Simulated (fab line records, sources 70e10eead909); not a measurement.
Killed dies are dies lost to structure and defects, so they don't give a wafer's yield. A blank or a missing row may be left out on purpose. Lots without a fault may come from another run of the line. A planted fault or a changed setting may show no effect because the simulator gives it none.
Which tool did it? | flow nand_harc | 11 lots, 33 wafers sampled, at 5 steps of a route of 1302

WHAT THE GAUGES READ, wafer by wafer
NHARC_END_SORT_01.
lot  | measured     | on        | defect_limited_yield (%) | killed_at_array | killed_at_other | killed_at_periphery | killed_dies | killed_open | killed_short | sort_bin_2_pct (%) | sort_bin_3_pct (%) | sort_bin_4_pct (%) | sort_n_pass | sort_rim_yield_pct (%) | sort_yield_pct (%)
L508 | day 25 09:23 | prober-02 | 97.6 97.9 97.6           | 13 10 16        | 1 0 0           | 2 4 0               | 16 14 16    | 7 2 2       | 0 2 3        | 0.4 1.0 0.7        | 0 0 0.1            | 1.9 1.0 1.5        | 661 663 661 | 96 96 94               | 97.6 97.9 97.6
L519 | day 30 08:07 | prober-02 | 90.5 88.5 90.8           | 60 73 58        | 1 1 0           | 3 4 4               | 64 78 62    | 3 4 2       | 3 1 3        | 3.7 4.1 4.7        | 1.0 1.0 0.7        | 4.7 6.4 3.7        | 613 599 615 | 92 90 81               | 90.5 88.5 90.8
L528 | day 35 09:57 | prober-01 | 92.6 91.9 92.9           | 48 53 45        | 0 0 1           | 2 2 2               | 50 55 48    | 5 2 2       | 1 1 3        | 2.2 3.5 1.9        | 0.4 0.6 1.0        | 4.7 4.0 4.1        | 627 622 629 | 81 83 86               | 92.6 91.9 92.9

WHICH TOOL RAN EACH LOT (tool, then ch and the chambers of the sampled wafers, then the start)
lot  | NHARC_A_M1_PRE_CLEAN_32         | NHARC_A_BONDPAD_ETCH_24            | NHARC_A_BONDPAD_PRE_CLEAN_26            | NHARC_A_BONDPAD_ANNEAL_28
L505 | pecvd-01 ch 1,2, day 23 06:14   | rie_diel-03 ch 1,3, day 23 08:43   | pvd_sputter-02, day 23 09:55 or earlier | rtp_anneal-02 ch 0, day 23 09:55
L508 | pecvd-01 ch 0,1,2, day 24 02:25 | rie_diel-03 ch 0,1, day 24 04:53   | pvd_sputter-01, day 24 06:08 or earlier | rtp_anneal-01 ch 0, day 24 06:08
L512 | pecvd-02 ch 1,2, day 26 04:19   | rie_diel-03 ch 0,2,3, day 26 06:47 | pvd_sputter-03, day 26 07:58 or earlier | rtp_anneal-01 ch 0, day 26 07:58
L519 | pecvd-02 ch 0,2, day 28 22:11   | rie_diel-07 ch 0,3, day 29 00:49   | pvd_sputter-03, day 29 01:56 or earlier | rtp_anneal-01 ch 0, day 29 01:56
L521 | pecvd-01 ch 1,2, day 29 17:36   | rie_diel-03 ch 0,2,3, day 29 20:39 | pvd_sputter-03, day 29 21:47 or earlier | rtp_anneal-01 ch 0, day 29 21:47
L522 | pecvd-01 ch 0,2, day 30 06:52   | rie_diel-07 ch 1,3, day 30 09:30   | pvd_sputter-01, day 30 10:45 or earlier | rtp_anneal-02 ch 0, day 30 10:45
L523 | pecvd-01 ch 0,1, day 30 16:07   | rie_diel-03 ch 1,2, day 30 18:37   | pvd_sputter-03, day 30 19:46 or earlier | rtp_anneal-02 ch 0, day 30 19:46
L525 | pecvd-04 ch 0,1,2, day 30 22:19 | rie_diel-03 ch 0,2,3, day 31 00:53 | pvd_sputter-02, day 31 02:10 or earlier | rtp_anneal-02 ch 0, day 31 02:10
L527 | pecvd-04 ch 0,1,2, day 31 23:12 | rie_diel-07 ch 0,1,3, day 32 01:49 | pvd_sputter-03, day 32 03:29 or earlier | rtp_anneal-01 ch 0, day 32 03:29
L526 | pecvd-04 ch 0,1,2, day 33 02:34 | rie_diel-01 ch 0,1,2, day 33 05:04 | pvd_sputter-03, day 33 06:13 or earlier | rtp_anneal-02 ch 0, day 33 06:13
L528 | pecvd-01 ch 1,2, day 33 15:40   | rie_diel-07 ch 0,1,2, day 33 18:11 | pvd_sputter-03, day 33 19:23 or earlier | rtp_anneal-01 ch 0, day 33 19:23
- NHARC_A_M1_PRE_CLEAN_32: time 12 s.
- NHARC_A_BONDPAD_ETCH_24: etches the open film in CF4/N2, target depth 30 nm, time 72.99 s.
- NHARC_A_BONDPAD_PRE_CLEAN_26: time 30 s.
- NHARC_A_BONDPAD_ANNEAL_28: time 90 s.

WHAT THE TOOLS THEMSELVES READ (means of the sampled wafers that have a number; where no wafer has one, the mark that the record gives instead)
NHARC_A_M1_PRE_CLEAN_32.
lot  | tool     | heater_power_w (W) | rf_fwd_power_W (W)
L505 | pecvd-01 | 599                | 292.7
L508 | pecvd-01 | 644                | 292.9
L512 | pecvd-02 | 663                | 291.9
L519 | pecvd-02 | 751                | 292.3
L521 | pecvd-01 | 590                | 291.5
L522 | pecvd-01 | 737                | 293.6
L523 | pecvd-01 | 765                | 292.6
L525 | pecvd-04 | 721                | 292.0
L527 | pecvd-04 | 705                | 292.7
L526 | pecvd-04 | 708                | 293.1
L528 | pecvd-01 | 567                | 293.1

NHARC_A_BONDPAD_ETCH_24.
lot  | tool        | bias_w (W) | drypump_motor_current_A (A) | oes_product_au (a.u.) | rf_fwd_power_W (W) | rf_vpp_V (V) | showerhead_plenum_p_Torr (Torr) | throttle_valve_pct (%)
L505 | rie_diel-03 | 99.95      | 5.2                         | 1.000                 | 298.5              | 314.7        | 2.68                            | 19.799
L508 | rie_diel-03 | 100.02     | 5.9                         | 0.991                 | 298.2              | 314.2        | 2.61                            | 19.793
L512 | rie_diel-03 | 99.74      | 5.3                         | 0.940                 | 297.0              | 314.0        | 2.59                            | 19.796
L519 | rie_diel-07 | 100.01     | 6.4                         | 0.997                 | 295.5              | 314.2        | 2.66                            | 19.804
L521 | rie_diel-03 | 99.98      | 5.3                         | 0.992                 | 298.4              | 314.0        | 2.59                            | 19.788
L522 | rie_diel-07 | 100.15     | 5.8                         | 0.994                 | 296.8              | 312.0        | 2.52                            | 19.797
L523 | rie_diel-03 | 100.21     | 5.2                         | 0.997                 | 299.0              | 313.1        | 2.57                            | 19.800
L525 | rie_diel-03 | 100.08     | 5.3                         | 0.985                 | 297.7              | 313.0        | 2.59                            | 19.792
L527 | rie_diel-07 | 100.16     | 6.1                         | 0.989                 | 296.5              | 313.9        | 2.58                            | 19.788
L526 | rie_diel-01 | 100.09     | 5.9                         | 1.010                 | 298.7              | 314.2        | 2.65                            | 19.794
L528 | rie_diel-07 | 100.31     | 6.0                         | 0.991                 | 297.1              | 314.0        | 2.60                            | 19.797

NHARC_A_BONDPAD_PRE_CLEAN_26.
lot  | tool           | heater_power_w (W)
L505 | pvd_sputter-02 | 405
L508 | pvd_sputter-01 | 392
L512 | pvd_sputter-03 | 364
L519 | pvd_sputter-03 | 375
L521 | pvd_sputter-03 | 387
L522 | pvd_sputter-01 | 404
L523 | pvd_sputter-03 | 376
L525 | pvd_sputter-02 | 430
L527 | pvd_sputter-03 | 364
L526 | pvd_sputter-03 | 363
L528 | pvd_sputter-03 | 376

NHARC_A_BONDPAD_ANNEAL_28.
lot  | tool          | anneal_temp_c (C) | wafer_temp_C_max
L505 | rtp_anneal-02 | 224.94            | 226.8
L508 | rtp_anneal-01 | 225.08            | 226.1
L512 | rtp_anneal-01 | 224.87            | 226.5
L519 | rtp_anneal-01 | 225.07            | 226.2
L521 | rtp_anneal-01 | 225.16            | 226.2
L522 | rtp_anneal-02 | 224.96            | 226.4
L523 | rtp_anneal-02 | 224.92            | 226.2
L525 | rtp_anneal-02 | 224.99            | 226.6
L527 | rtp_anneal-01 | 225.03            | 226.1
L526 | rtp_anneal-02 | 225.13            | 226.5
L528 | rtp_anneal-01 | 225.32            | 226.1

THE ANSWER, worked out from the rows above alone
Rule: what is usual is taken from the lots themselves. Put in order of their means at a reading, lots are off if they are a third of the lots or fewer, leave a main group of 4 or more, and stand apart from it by a gap of 3 or more times the standard deviation of the main group's means; of several such gaps the widest counts. A main group whose means are all the same, to the digits that the tables above print for the reading, isn't used. A lot without any number at a reading at which 4 lots or more have one is off too. The other lots that the step has rows for count as sound. The gauges are gone through in route order, then the tools' own readings, and for those a lot's mean is taken as printed above. The first step at which some lot is off is used, and at that step the reading that is off furthest; a lot without a number counts as furthest.
Off: L512, at NHARC_A_BONDPAD_ETCH_24 (oes_product_au). The main group: mean 0.995 a.u., standard deviation 0.0066.
A tool fits if, at that step or a process step before it, it ran every lot that is off, and no sound lot after the first of them. None of those tried fits.

WHAT THE SIMULATOR HAD PUT IN
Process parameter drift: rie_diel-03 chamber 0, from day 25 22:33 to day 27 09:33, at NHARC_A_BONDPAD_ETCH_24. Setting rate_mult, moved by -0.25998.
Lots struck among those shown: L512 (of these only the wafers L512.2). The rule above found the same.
